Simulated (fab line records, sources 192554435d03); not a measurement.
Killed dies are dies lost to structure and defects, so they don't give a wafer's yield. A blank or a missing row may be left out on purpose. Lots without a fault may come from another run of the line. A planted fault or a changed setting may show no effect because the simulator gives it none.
A struck lot beside a sound one | flow n5_finfet | 20 steps out of a route of 1938
Sound: wafers L654.1, L654.2, L654.5. Struck: wafer L661.3. (L661.1 of the same lot was not struck and is left out.) The cause comes at the end.
At each step with rows: each side's tool, then ch and its chambers, then its first start. Under that, the readings that differ: sound wafers | struck wafers | difference of the means | sigmas: that difference in standard deviations of wafers without a fault.
alike: readings whose means differ by less than 2 such deviations, and words and numbers that are the same on both sides. not compared: withheld readings, readings that some wafer has no value for, bounds like >300 that may hide the same value, and numbers for which the record gives no deviation and whose values overlap.
The two part at a step that has a row with sigmas, a row that says differs or no value, or rows on one side only. Numbers that don't overlap but have no deviation are shown without sigmas and don't part them. A reading that every wafer of one side lacks parts them only if that side has two wafers or more.

first, 9 steps without rows for these wafers: N5_BEOL_M6_COAT_63 (time 60 s, resist thk 60 nm); N5_BEOL_M6_COAT_64 (time 60 s, resist thk 12 nm); N5_BEOL_M6_COAT_71 (time 60 s, resist thk 5 nm); N5_BEOL_M6_COAT_22 (resist thk 30 nm); N5_BEOL_M6_EBR_24; N5_BEOL_M6_SOFTBAKE_23 (time 60 s); N5_BEOL_M6_EXPOSE_25 (exposes mask V5, target cd 40 nm); N5_BEOL_M6_PEB_26 (peb time 60 s); N5_BEOL_M6_DEVELOP_27 (develop time 30 s).
N5_BEOL_M6_CD_MEAS_28: target cd 40 nm.
  sound on cd_sem-01 ch 0, day 11 10:10; struck on cd_sem-01 ch 0, day 14 02:53
  alike: cd_nm
N5_BEOL_M6_OVL_MEAS_29:
  sound on overlay-01 ch 0, day 11 10:12; struck on overlay-01 ch 0, day 14 02:55
  alike: V5_OVL
N5_BEOL_M6_INSPECT_30: inspects for defects (brightfield).
  sound on defect_inspect-01, day 11 10:16; struck on defect_inspect-01, day 14 02:58
  alike: raw_defect_count
N5_BEOL_M6_DESCUM_33: chemistry O2, time 7 s.
  sound on rie_diel-03 ch 0,1,3, day 11 10:22; struck on rie_diel-02 ch 1, day 14 03:01
  reading                                      | sound      | struck | difference | sigmas
  model.CAR-EUV_of_BEOL_M6_COAT_22.thk_nm (nm) | 26.2 26 26 | 24.8   | -1.3       |
  alike: bias_power_w, drypump_motor_current_A, oes_product_au, rf_vpp_V, showerhead_plenum_p_Torr, throttle_valve_pct
  not compared: rf_hours_counter_h, model.BEOL_M6.cd_nm
N5_BEOL_M6_ETCH_72: etches underlayer in N2/H2, target depth 6.5 nm, time 5.2 s.
  sound on rie_diel-03 ch 0,1,3, day 11 10:23; struck on rie_diel-02 ch 1, day 14 03:02
  alike: drypump_motor_current_A, etch_rf_on_time_s, oes_product_au, rf_vpp_V, showerhead_plenum_p_Torr, throttle_valve_pct
  not compared: rf_hours_counter_h
N5_BEOL_M6_ETCH_65: etches SiARC in CF4, target depth 15.6 nm, time 26 s.
  sound on rie_diel-03 ch 0,1,3, day 11 10:25; struck on rie_diel-02 ch 1, day 14 03:04
  alike: drypump_motor_current_A, etch_rf_on_time_s, oes_product_au, rf_vpp_V, showerhead_plenum_p_Torr, throttle_valve_pct
  not compared: rf_hours_counter_h
N5_BEOL_M6_ETCH_66: etches SOC in N2/H2, target depth 80 nm, overetch 16 nm, time 120 s.
  sound on rie_diel-03 ch 0,1,3, day 11 10:26; struck on rie_diel-02 ch 1, day 14 03:05
  alike: drypump_motor_current_A, oes_product_au, rf_vpp_V, showerhead_plenum_p_Torr, throttle_valve_pct
  not compared: rf_hours_counter_h
then, 2 steps without rows for these wafers: N5_BEOL_M6_STRIP_69 (strips in N2/H2); N5_BEOL_M6_STRIP_73 (strips in N2/H2).
N5_BEOL_M6_VIA_ETCH_34: etches SiCOH lowk in C4F6/O2, target depth 126.3 nm, time 50.9 s.
  sound on rie_diel-03 ch 0,1,3, day 11 10:32; struck on rie_diel-02 ch 1, day 14 03:11
  alike: O2_flow_sccm, drypump_motor_current_A, oes_product_au, rf_vpp_V, showerhead_plenum_p_Torr, throttle_valve_pct
  not compared: rf_hours_counter_h, model.BEOL_M6.cd_nm
then, 1 step without rows for these wafers: N5_BEOL_M6_STRIP_76 (strips in C4F6/O2).

WHERE THEY PART
Nowhere in this record.

WHY: what the simulator had put in
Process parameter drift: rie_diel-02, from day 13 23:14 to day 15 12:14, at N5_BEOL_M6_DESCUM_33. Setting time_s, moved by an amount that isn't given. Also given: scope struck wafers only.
